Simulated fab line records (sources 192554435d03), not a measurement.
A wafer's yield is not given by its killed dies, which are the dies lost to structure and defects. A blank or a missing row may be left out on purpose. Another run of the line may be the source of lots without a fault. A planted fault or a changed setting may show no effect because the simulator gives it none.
Split-lot study :: flow n5 finfet :: 39 wafers read across 7 lots, on a route 1938 steps long

ABOUT THE SPLIT
At N5_BEOL_M13_ETCH_59 (etches BARC in N2/H2, target depth 89 nm, overetch 26.7 nm, time 67.9 s), the setting time s was moved away from the recipe's 67.9 s on 15 of the 39 wafers read, by -29.9% to +47.2%. The other wafers ran this setting at the recipe's value.

No step appears in the file between the split and the reading.

THE READING
coat_of_BEOL_M13_COAT_04.thk nm (the simulator's own value, which no gauge read), in nm, at N5_BEOL_M13_VIA_ETCH_16 (etches SiOC in C4F8/O2/Ar, target depth 921.7 nm). No usual value for it is given in the file. The 24 wafers here that ran the recipe average 71.0 nm, standard deviation 4.1 nm.

wafer: L081.1
tool, chamber at the split: rie diel-04, 3
time s as run, s: 67.9
against the recipe: recipe
coat_of_BEOL_M13_COAT_04.thk nm, nm: 70.4
against lot-mates on the recipe: -

wafer: L081.2
tool, chamber at the split: rie diel-04, 2
time s as run, s: 67.9
against the recipe: recipe
coat_of_BEOL_M13_COAT_04.thk nm, nm: 79.6
against lot-mates on the recipe: -

wafer: L081.3
tool, chamber at the split: rie diel-04, 0
time s as run, s: 67.9
against the recipe: recipe
coat_of_BEOL_M13_COAT_04.thk nm, nm: 72.4
against lot-mates on the recipe: -

wafer: L081.4
tool, chamber at the split: rie diel-04, 1
time s as run, s: 67.9
against the recipe: recipe
coat_of_BEOL_M13_COAT_04.thk nm, nm: 71.2
against lot-mates on the recipe: -

wafer: L081.5
tool, chamber at the split: rie diel-04, 2
time s as run, s: 67.9
against the recipe: recipe
coat_of_BEOL_M13_COAT_04.thk nm, nm: 76
against lot-mates on the recipe: -

wafer: L081.6
tool, chamber at the split: rie diel-04, 3
time s as run, s: 67.9
against the recipe: recipe
coat_of_BEOL_M13_COAT_04.thk nm, nm: 66.6
against lot-mates on the recipe: -

wafer: L082.1
tool, chamber at the split: rie diel-06, 2
time s as run, s: 92.6
against the recipe: +36.4%
coat_of_BEOL_M13_COAT_04.thk nm, nm: 52.8
against lot-mates on the recipe: -20.6

wafer: L082.2
tool, chamber at the split: rie diel-06, 1
time s as run, s: 67.9
against the recipe: recipe
coat_of_BEOL_M13_COAT_04.thk nm, nm: 67.4
against lot-mates on the recipe: -

wafer: L082.3
tool, chamber at the split: rie diel-06, 0
time s as run, s: 67.9
against the recipe: recipe
coat_of_BEOL_M13_COAT_04.thk nm, nm: 76.6
against lot-mates on the recipe: -

wafer: L082.4
tool, chamber at the split: rie diel-06, 3
time s as run, s: 67.9
against the recipe: recipe
coat_of_BEOL_M13_COAT_04.thk nm, nm: 76.2
against lot-mates on the recipe: -

wafer: L082.5
tool, chamber at the split: rie diel-06, 1,0
time s as run, s: 92.6
against the recipe: +36.4%
coat_of_BEOL_M13_COAT_04.thk nm, nm: 41
against lot-mates on the recipe: -32.4

wafer: L082.6
tool, chamber at the split: rie diel-06, 1,0
time s as run, s: 92.6
against the recipe: +36.4%
coat_of_BEOL_M13_COAT_04.thk nm, nm: 41.4
against lot-mates on the recipe: -32.0

wafer: L090.1
tool, chamber at the split: rie diel-06, 1
time s as run, s: 91.7
against the recipe: +35.1%
coat_of_BEOL_M13_COAT_04.thk nm, nm: 48.8
against lot-mates on the recipe: -17.9

wafer: L090.2
tool, chamber at the split: rie diel-06, 2
time s as run, s: 67.9
against the recipe: recipe
coat_of_BEOL_M13_COAT_04.thk nm, nm: 71.8
against lot-mates on the recipe: -

wafer: L090.3
tool, chamber at the split: rie diel-06, 3
time s as run, s: 91.7
against the recipe: +35.1%
coat_of_BEOL_M13_COAT_04.thk nm, nm: 46.8
against lot-mates on the recipe: -19.9

wafer: L090.4
tool, chamber at the split: rie diel-06, 3
time s as run, s: 91.7
against the recipe: +35.1%
coat_of_BEOL_M13_COAT_04.thk nm, nm: 48.4
against lot-mates on the recipe: -18.3

wafer: L090.5
tool, chamber at the split: rie diel-06, 2
time s as run, s: 67.9
against the recipe: recipe
coat_of_BEOL_M13_COAT_04.thk nm, nm: 61.8
against lot-mates on the recipe: -

wafer: L090.6
tool, chamber at the split: rie diel-06, 1
time s as run, s: 67.9
against the recipe: recipe
coat_of_BEOL_M13_COAT_04.thk nm, nm: 66.4
against lot-mates on the recipe: -

wafer: L091.1
tool, chamber at the split: rie diel-06, 0
time s as run, s: 52.81
against the recipe: -22.2%
coat_of_BEOL_M13_COAT_04.thk nm, nm: 86.2
against lot-mates on the recipe: +17.9

wafer: L091.2
tool, chamber at the split: rie diel-06, 2
time s as run, s: 67.9
against the recipe: recipe
coat_of_BEOL_M13_COAT_04.thk nm, nm: 70.6
against lot-mates on the recipe: -

wafer: L091.3
tool, chamber at the split: rie diel-06, 1
time s as run, s: 52.81
against the recipe: -22.2%
coat_of_BEOL_M13_COAT_04.thk nm, nm: 87.4
against lot-mates on the recipe: +19.1

wafer: L091.4
tool, chamber at the split: rie diel-06, 3
time s as run, s: 67.9
against the recipe: recipe
coat_of_BEOL_M13_COAT_04.thk nm, nm: 67.6
against lot-mates on the recipe: -

wafer: L091.5
tool, chamber at the split: rie diel-06, 2
time s as run, s: 52.81
against the recipe: -22.2%
coat_of_BEOL_M13_COAT_04.thk nm, nm: 83.4
against lot-mates on the recipe: +15.1

wafer: L091.6
tool, chamber at the split: rie diel-06, 1
time s as run, s: 67.9
against the recipe: recipe
coat_of_BEOL_M13_COAT_04.thk nm, nm: 66.6
against lot-mates on the recipe: -

wafer: L095.1
tool, chamber at the split: rie diel-02, 1
time s as run, s: 67.9
against the recipe: recipe
coat_of_BEOL_M13_COAT_04.thk nm, nm: 75.2
against lot-mates on the recipe: -

wafer: L095.2
tool, chamber at the split: rie diel-02, 3
time s as run, s: 67.9
against the recipe: recipe
coat_of_BEOL_M13_COAT_04.thk nm, nm: 75.8
against lot-mates on the recipe: -

wafer: L095.3
tool, chamber at the split: rie diel-02, 2
time s as run, s: 99.94
against the recipe: +47.2%
coat_of_BEOL_M13_COAT_04.thk nm, nm: 39.2
against lot-mates on the recipe: -34.9

wafer: L095.4
tool, chamber at the split: rie diel-02, 0,1
time s as run, s: 99.94
against the recipe: +47.2%
coat_of_BEOL_M13_COAT_04.thk nm, nm: 39.6
against lot-mates on the recipe: -34.5

wafer: L095.5
tool, chamber at the split: rie diel-02, 0,1
time s as run, s: 99.94
against the recipe: +47.2%
coat_of_BEOL_M13_COAT_04.thk nm, nm: 37.8
against lot-mates on the recipe: -36.3

wafer: L095.6
tool, chamber at the split: rie diel-02, 0
time s as run, s: 67.9
against the recipe: recipe
coat_of_BEOL_M13_COAT_04.thk nm, nm: 71.2
against lot-mates on the recipe: -

wafer: L097.3
tool, chamber at the split: rie diel-02, 2
time s as run, s: 67.9
against the recipe: recipe
coat_of_BEOL_M13_COAT_04.thk nm, nm: 69
against lot-mates on the recipe: -

wafer: L097.4
tool, chamber at the split: rie diel-02, 1
time s as run, s: 67.9
against the recipe: recipe
coat_of_BEOL_M13_COAT_04.thk nm, nm: 67.6
against lot-mates on the recipe: -

wafer: L097.6
tool, chamber at the split: rie diel-02, 1
time s as run, s: 67.9
against the recipe: recipe
coat_of_BEOL_M13_COAT_04.thk nm, nm: 73
against lot-mates on the recipe: -

wafer: L096.1
tool, chamber at the split: rie diel-04, 1
time s as run, s: 47.63
against the recipe: -29.9%
coat_of_BEOL_M13_COAT_04.thk nm, nm: 94
against lot-mates on the recipe: +23.5

wafer: L096.2
tool, chamber at the split: rie diel-04, 0
time s as run, s: 47.63
against the recipe: -29.9%
coat_of_BEOL_M13_COAT_04.thk nm, nm: 97
against lot-mates on the recipe: +26.5

wafer: L096.3
tool, chamber at the split: rie diel-04, 3
time s as run, s: 67.9
against the recipe: recipe
coat_of_BEOL_M13_COAT_04.thk nm, nm: 69
against lot-mates on the recipe: -

wafer: L096.4
tool, chamber at the split: rie diel-04, 1
time s as run, s: 47.63
against the recipe: -29.9%
coat_of_BEOL_M13_COAT_04.thk nm, nm: 93.8
against lot-mates on the recipe: +23.3

wafer: L096.5
tool, chamber at the split: rie diel-04, 0
time s as run, s: 67.9
against the recipe: recipe
coat_of_BEOL_M13_COAT_04.thk nm, nm: 73.8
against lot-mates on the recipe: -

wafer: L096.6
tool, chamber at the split: rie diel-04, 3
time s as run, s: 67.9
against the recipe: recipe
coat_of_BEOL_M13_COAT_04.thk nm, nm: 68.8
against lot-mates on the recipe: -
Where a row lists several chambers, the file gives one row for several wafers and doesn't say which wafer went through which chamber.

THE FIT
A straight line over all 39 wafers: coat_of_BEOL_M13_COAT_04.thk nm changes by -0.702 nm for each +1% of time s; r = -0.97; the points scatter about the line by 3.9 nm.
The same after taking each lot's own level away (the mean of its wafers on the recipe; 39 wafers): -0.731 nm for each +1%; r = -0.97; scatter 3.8 nm.
The reading moves by 34 nm for the largest change in time s, on that fit.
From 66.67 to 74.07 nm: that is the span of the lots' own levels, equal to 1.8 times the standard deviation above.
Hence the lot-to-lot level has little effect on the slope; both slopes agree.
Check: with one of the wafers moved furthest among these (+47.2%) left out of the fit, the line predicts -33.7 nm for it against its lot-mates. It came out at -34.9 nm against them.

OTHER SPLITS APPLIED TO THESE WAFERS
Other splits were also applied to these wafers ahead of the reading. Each is held against what the fit with the lots' levels taken away leaves over:
other split on the same wafers: N5_BEOL_M8_ILD_DEP_00 target thk a
wafers away from the commonest value: 15
r with coat_of_BEOL_M13_COAT_04.thk nm (lot level and that fit taken away): -0.14

other split on the same wafers: N5_BEOL_M9_CVD_78 target thk a
wafers away from the commonest value: 9
r with coat_of_BEOL_M13_COAT_04.thk nm (lot level and that fit taken away): -0.01

other split on the same wafers: N5_BEOL_M10_DEP_56 target thk a
wafers away from the commonest value: 12
r with coat_of_BEOL_M13_COAT_04.thk nm (lot level and that fit taken away): +0.18

THE WHOLE CHAIN: every reading that the file lists as answering this split, in the file's order
step: N5_BEOL_M13_ETCH_59
what it does: etches BARC in N2/H2, target depth 89 nm, overetch 26.7 nm, time 67.9 s
reading: coat_of_BEOL_M13_COAT_04.thk nm (the simulator's own value, which no gauge read)
change (the file's fit): -0.666 nm for each +1% of the setting
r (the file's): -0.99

step: N5_BEOL_M13_VIA_ETCH_16
what it does: etches SiOC in C4F8/O2/Ar, target depth 921.7 nm
reading: coat_of_BEOL_M13_COAT_04.thk nm (the simulator's own value, which no gauge read)
change (the file's fit): -0.724 nm for each +1% of the setting
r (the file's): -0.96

step: N5_BEOL_M13_STRIP_63
what it does: strips in N2/H2
reading: strip time to endpoint s
change (the file's fit): withheld for each +1% of the setting
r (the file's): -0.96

THE FILE'S OWN FIT
coat_of_BEOL_M13_COAT_04.thk nm changes by -0.724 nm for each +1% of time s, r = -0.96.
